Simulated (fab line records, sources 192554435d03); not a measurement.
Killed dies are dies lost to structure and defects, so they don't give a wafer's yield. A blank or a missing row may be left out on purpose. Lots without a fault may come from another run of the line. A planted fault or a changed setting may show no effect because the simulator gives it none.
Which tool did it? | flow n5_finfet | 15 lots, 45 wafers sampled, at 2 steps of a route of 1938

WHAT THE GAUGES READ, wafer by wafer
N5_HKMG_FIN_INSPECT_61: inspects for defects (macro).
lot  | measured    | on                | raw_defect_count
L619 | day 4 00:40 | defect_inspect-01 | 3 2 0
L620 | day 4 06:56 | defect_inspect-02 | 3 1 1
L621 | day 4 14:43 | defect_inspect-02 | 5 1 3
L622 | day 4 19:47 | defect_inspect-02 | 1 1 1
L623 | day 5 01:05 | defect_inspect-02 | 2 0 3
L624 | day 5 06:41 | defect_inspect-01 | 4 1 7
L625 | day 5 11:42 | defect_inspect-02 | 2 0 0
L632 | day 7 06:17 | defect_inspect-01 | 2 0 2
L633 | day 7 11:45 | defect_inspect-02 | 2 1 2
L635 | day 7 23:32 | defect_inspect-02 | 1 1 1
L636 | day 8 03:01 | defect_inspect-01 | 1 1 1
L639 | day 9 00:43 | defect_inspect-02 | 0 0 0
L640 | day 9 06:36 | defect_inspect-02 | 2 3 2
L642 | day 9 18:07 | defect_inspect-02 | 2 1 1
L641 | day 9 18:47 | defect_inspect-02 | 2 1 4

N5_HKMG_FIN_THK_MEAS_70: measures by xrf.
lot  | measured    | on            | HK_THK (nm)
L619 | day 4 03:13 | film_metro-02 | 1.591 1.612 1.579
L620 | day 4 09:22 | film_metro-01 | 1.595 1.575 1.569
L621 | day 4 17:22 | film_metro-01 | 1.580 1.580 1.557
L622 | day 4 22:20 | film_metro-02 | 1.600 1.564 1.570
L623 | day 5 03:41 | film_metro-01 | 1.578 1.589 1.579
L624 | day 5 09:15 | film_metro-02 | 1.573 1.606 1.571
L625 | day 5 14:22 | film_metro-02 | 1.589 1.594 1.588
L632 | day 7 08:50 | film_metro-01 | 1.591 1.576 1.579
L633 | day 7 14:12 | film_metro-02 | 1.558 1.606 1.613
L635 | day 8 01:59 | film_metro-02 | 1.579 1.588 1.582
L636 | day 8 05:27 | film_metro-02 | 1.605 1.576 1.608
L639 | day 9 03:11 | film_metro-01 | 1.565 1.568 1.577
L640 | day 9 09:18 | film_metro-02 | 1.622 1.581 1.559
L642 | day 9 20:44 | film_metro-01 | 1.582 1.581 1.562
L641 | day 9 21:13 | film_metro-01 | 1.569 1.583 1.583

WHICH TOOL RAN EACH LOT (tool, then ch and the chambers of the sampled wafers, then the start)
The record holds no process step before these readings.

WHAT THE TOOLS THEMSELVES READ (means of the sampled wafers that have a number; where no wafer has one, the mark that the record gives instead)
The record holds no such reading with a usual standard deviation.

THE ANSWER, worked out from the rows above alone
Rule: what is usual is taken from the lots themselves. Put in order of their means at a reading, lots are off if they are a third of the lots or fewer, leave a main group of 4 or more, and stand apart from it by a gap of 3 or more times the standard deviation of the main group's means; of several such gaps the widest counts. A main group whose means are all the same, to the digits that the tables above print for the reading, isn't used. A lot without any number at a reading at which 4 lots or more have one is off too. The other lots that the step has rows for count as sound. The gauges are gone through in route order, then the tools' own readings, and for those a lot's mean is taken as printed above. The first step at which some lot is off is used, and at that step the reading that is off furthest; a lot without a number counts as furthest.
No lot is off at any reading shown: from this, nothing can be told.

WHAT THE SIMULATOR HAD PUT IN
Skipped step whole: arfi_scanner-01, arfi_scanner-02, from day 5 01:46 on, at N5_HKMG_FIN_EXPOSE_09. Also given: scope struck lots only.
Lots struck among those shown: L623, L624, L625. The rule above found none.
